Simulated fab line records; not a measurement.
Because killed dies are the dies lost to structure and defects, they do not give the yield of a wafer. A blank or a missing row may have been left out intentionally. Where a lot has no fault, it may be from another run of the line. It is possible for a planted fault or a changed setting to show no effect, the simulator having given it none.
The tool behind it: which one? ; flow nand_harc ; Sampling: 12 lots, 36 wafers, 6 of 1159 route steps

## WHAT THE GAUGES READ, wafer by wafer
NHARC_A_M1_THK_MEAS_24: measures by xrf. Usual: thk_nm at 154.9 nm, with a standard deviation of 1.6.
lot;measured;on;thk_nm (nm);flag
L953;day 17 23:13;film_metro-01;153.8 154.2 155.9;
L954;day 18 04:03;film_metro-01;153.0 155.7 155.2;
L956;day 18 04:22;film_metro-01;156.6 152.9 156.3;
L960;day 19 07:34;film_metro-02;155.8 154.0 153.5;
L962;day 20 02:49;film_metro-01;154.7 155.0 153.6;
L963;day 20 06:05;film_metro-02;155.2 153.1 155.3;
L968;day 21 18:02;film_metro-01;157.5 155.6 154.6;
L970;day 22 00:22;film_metro-01;158.1 157.0 155.5;
L973;day 22 16:15;film_metro-01;153.5 154.8 152.6;
L974;day 22 20:55;film_metro-01;154.6 154.8 156.7;
L976;day 23 11:56;film_metro-02;156.1 154.2 155.5;
L975;day 23 23:30;film_metro-02;156.0 154.7 156.9;

NHARC_END_SORT_01. Usual: defect_limited_yield 95.3 %, standard deviation 1.6; killed_at_array 27, standard deviation 12; killed_at_other 0.8, standard deviation 1; killed_at_periphery 4.0, standard deviation 2.5; killed_dies 32, standard deviation 11; killed_open 3.3, standard deviation 1.8; killed_short 2.0, standard deviation 1.5; sort_bin_2_pct 1.5 %, standard deviation 0.59; sort_bin_3_pct 0.27 %, standard deviation 0.22; sort_bin_4_pct 3.0 %, standard deviation 1.1; sort_n_pass 645, standard deviation 11; sort_rim_yield_pct 95.6 %, standard deviation 2.7; sort_yield_pct 95.3 %, standard deviation 1.6.
lot;measured;on;defect_limited_yield (%);killed_at_array;killed_at_other;killed_at_periphery;killed_dies;killed_open;killed_short;sort_bin_2_pct (%);sort_bin_3_pct (%);sort_bin_4_pct (%);sort_n_pass;sort_rim_yield_pct (%);sort_yield_pct (%);flag
L960;day 20 16:56;prober-01;93.4 96.0 95.1;40 26 26;2 1 2;3 0 5;45 27 33;3 1 2;3 0 4;1.8 0.9 2.1;0.44 0.15 0;4.4 3.0 2.8;632 650 644;94.3 91.5 94.3;93.4 96.0 95.1;
L962;day 21 16:27;prober-02;95.7 95.4 96.0;26 29 23;1 0 2;2 2 2;29 31 27;5 5 5;2 2 2;1.0 1.2 1.3;0.44 0.30 0.30;2.8 3.1 2.4;648 646 650;98.1 98.1 97.2;95.7 95.4 96.0;
L968;day 23 06:41;prober-01;96.5 96.3 97.0;19 21 17;3 1 1;2 3 2;24 25 20;5 3 2;1 4 1;0.9 1.0 1.0;0.59 0.15 0;2.1 2.5 1.9;653 652 657;96.2 97.2 100.0;96.5 96.3 97.0;
L973;day 24 06:23;prober-02;91.7 92.0 93.8;53 52 40;1 1 1;2 1 1;56 54 42;1 2 2;4 2 0;2.1 3.0 2.1;0.15 0.74 0.74;6.1 4.3 3.4;621 623 635;93.4 96.2 92.5;91.7 92.0 93.8;
L974;day 24 07:35;prober-01;95.0 95.6 93.5;34 26 39;0 3 1;0 1 4;34 30 44;1 3 5;1 1 2;1.5 1.3 2.2;0.44 0 0.30;3.1 3.1 4.0;643 647 633;95.3 96.2 94.3;95.0 95.6 93.5;
L976;day 24 22:18;prober-02;96.3 95.7 97.0;14 20 11;2 3 2;9 6 7;25 29 20;4 2 3;0 2 0;1.0 1.3 1.5;0 0 0.15;2.7 3.0 1.3;652 648 657;94.3 99.1 96.2;96.3 95.7 97.0;
L975;day 25 12:17;prober-02;95.7 95.7 96.6;21 21 14;1 2 2;7 6 7;29 29 23;4 1 3;3 3 0;1.2 1.9 1.0;0.15 0.30 0.30;3.0 2.1 2.1;648 648 654;92.5 96.2 96.2;95.7 95.7 96.6;

## WHAT TOOL EACH LOT RAN ON (gives the tool, then ch and the chambers of the sampled wafers, and finally the start)
lot;NHARC_A_M1_ECD_22;NHARC_A_M1_CMP_23;NHARC_A_M1_PRE_CLEAN_32;NHARC_A_M1_DEP_33
L953;ecd_cu-01 ch 0,1, day 17 22:11;cmp-03 ch 1,2,3, day 17 22:58;pecvd-02 ch 0,1,2, day 17 23:26;pecvd-02 ch 0,1,2, day 17 23:31
L954;ecd_cu-01 ch 0,1, day 18 03:03;cmp-02 ch 0,1,3, day 18 03:46;pecvd-02 ch 0,1, day 18 04:17;pecvd-02 ch 0,1, day 18 04:22
L956;ecd_cu-01 ch 0, day 18 03:21;cmp-03 ch 0,3, day 18 04:04;pecvd-03 ch 1,2, day 18 04:41;pecvd-03 ch 1,2, day 18 04:47
L960;ecd_cu-01 ch 0,1, day 19 06:35;cmp-02 ch 0,3, day 19 07:15;pecvd-02 ch 1,2, day 19 07:48;pecvd-02 ch 1,2, day 19 07:55
L962;ecd_cu-01 ch 0,1, day 20 01:50;cmp-02 ch 2,3, day 20 02:32;pecvd-03 ch 0,1,2, day 20 03:04;pecvd-03 ch 0,1,2, day 20 03:10
L963;ecd_cu-01 ch 0,1, day 20 05:12;cmp-01 ch 0,3, day 20 05:47;pecvd-02 ch 0,1,2, day 20 06:21;pecvd-02 ch 0,1,2, day 20 06:31
L968;ecd_cu-02 ch 0,1, day 21 17:05;cmp-03 ch 0,1,3, day 21 17:47;pecvd-01 ch 0,1,2, day 21 18:17;pecvd-01 ch 0,1,2, day 21 18:23
L970;ecd_cu-02 ch 0,1, day 21 23:19;cmp-03 ch 0,1,3, day 22 00:04;pecvd-01 ch 0,1, day 22 00:35;pecvd-01 ch 0,1, day 22 00:40
L973;ecd_cu-02 ch 0,1, day 22 15:12;cmp-01 ch 0,1,2, day 22 15:56;pecvd-01 ch 0,1,2, day 22 16:57;pecvd-01 ch 0,1,2, day 22 17:04
L974;ecd_cu-01 ch 0,1, day 22 19:52;cmp-03 ch 0,2,3, day 22 20:37;pecvd-01 ch 0,2, day 22 21:08;pecvd-01 ch 0,2, day 22 21:13
L976;ecd_cu-01 ch 0,1, day 23 11:01;cmp-01 ch 0,1, day 23 11:37;pecvd-01 ch 0,1,2, day 23 12:14;pecvd-01 ch 0,1,2, day 23 12:22
L975;ecd_cu-02 ch 0,1, day 23 22:28;cmp-03 ch 0,1,2, day 23 23:11;pecvd-01 ch 1,2, day 23 23:44;pecvd-01 ch 1,2, day 23 23:50
- NHARC_A_M1_ECD_22: material Cu, target thk 400 nm.
- NHARC_A_M1_CMP_23: polishes, t overpolish 20 s, target thk 154.34 nm.
- NHARC_A_M1_PRE_CLEAN_32: time 12 s.
- NHARC_A_M1_DEP_33: deposits SiCN, target thk 30 nm.

## WHAT THE TOOLS THEMSELVES READ (means of the sampled wafers that have a number; where no wafer has one, the mark that the record gives instead)
NHARC_A_M1_ECD_22. Usual: bath_heat_duty_pct at 6.1 %, with a standard deviation of 0.96.
lot;tool;bath_heat_duty_pct (%);flag
L953;ecd_cu-01;6.4;
L954;ecd_cu-01;6.0;
L956;ecd_cu-01;5.0;
L960;ecd_cu-01;6.1;
L962;ecd_cu-01;5.9;
L963;ecd_cu-01;6.5;
L968;ecd_cu-02;6.6;
L970;ecd_cu-02;5.9;
L973;ecd_cu-02;5.6;
L974;ecd_cu-01;6.1;
L976;ecd_cu-01;6.1;
L975;ecd_cu-02;5.9;

NHARC_A_M1_CMP_23. Usual: motor_current_A 12.0 A, standard deviation 1; time_to_endpoint_s 30.6 s, standard deviation 3.
lot;tool;motor_current_A (A);time_to_endpoint_s (s);flag
L953;cmp-03;12.4;34.9;
L954;cmp-02;11.3;29.7;
L956;cmp-03;10.7;34.5;
L960;cmp-02;11.1;28.0;
L962;cmp-02;11.4;24.4;
L963;cmp-01;12.0;22.9;
L968;cmp-03;11.3;32.0;
L970;cmp-03;11.3;29.6;
L973;cmp-01;11.8;30.4;
L974;cmp-03;11.9;32.8;
L976;cmp-01;11.5;30.7;
L975;cmp-03;12.3;30.8;

NHARC_A_M1_PRE_CLEAN_32. Usual: heater_power_w at 632 W, with a standard deviation of 91.
lot;tool;heater_power_w (W);flag
L953;pecvd-02;616;
L954;pecvd-02;537;
L956;pecvd-03;694;
L960;pecvd-02;714;
L962;pecvd-03;646;
L963;pecvd-02;650;
L968;pecvd-01;615;
L970;pecvd-01;587;
L973;pecvd-01;614;
L974;pecvd-01;665;
L976;pecvd-01;638;
L975;pecvd-01;662;

NHARC_A_M1_DEP_33. Usual: heater_power_w at 577 W, with a standard deviation of 93.
lot;tool;heater_power_w (W);flag
L953;pecvd-02;585;
L954;pecvd-02;535;
L956;pecvd-03;598;
L960;pecvd-02;637;
L962;pecvd-03;564;
L963;pecvd-02;585;
L968;pecvd-01;593;
L970;pecvd-01;492;
L973;pecvd-01;565;
L974;pecvd-01;607;
L976;pecvd-01;550;
L975;pecvd-01;610;

## THE ANSWER, worked out from the rows above alone
Rule: a lot is off if the mean of its wafers that have a number lies more than 3 standard deviations from the usual mean. Also off: a lot with no number at a reading for which 4 or more lots have one. Where the step has rows for the other lots, those lots are counted as sound. Order of review: gauges by route order, followed by the tools' own readings, for which a lot's mean as printed above is used. At the first step where some lot is off, the reading lying furthest off is the one used; lots without a number count as furthest.
No lot is off on any of the readings shown, so nothing can be concluded from this.

## WHAT THE SIMULATOR PUT IN
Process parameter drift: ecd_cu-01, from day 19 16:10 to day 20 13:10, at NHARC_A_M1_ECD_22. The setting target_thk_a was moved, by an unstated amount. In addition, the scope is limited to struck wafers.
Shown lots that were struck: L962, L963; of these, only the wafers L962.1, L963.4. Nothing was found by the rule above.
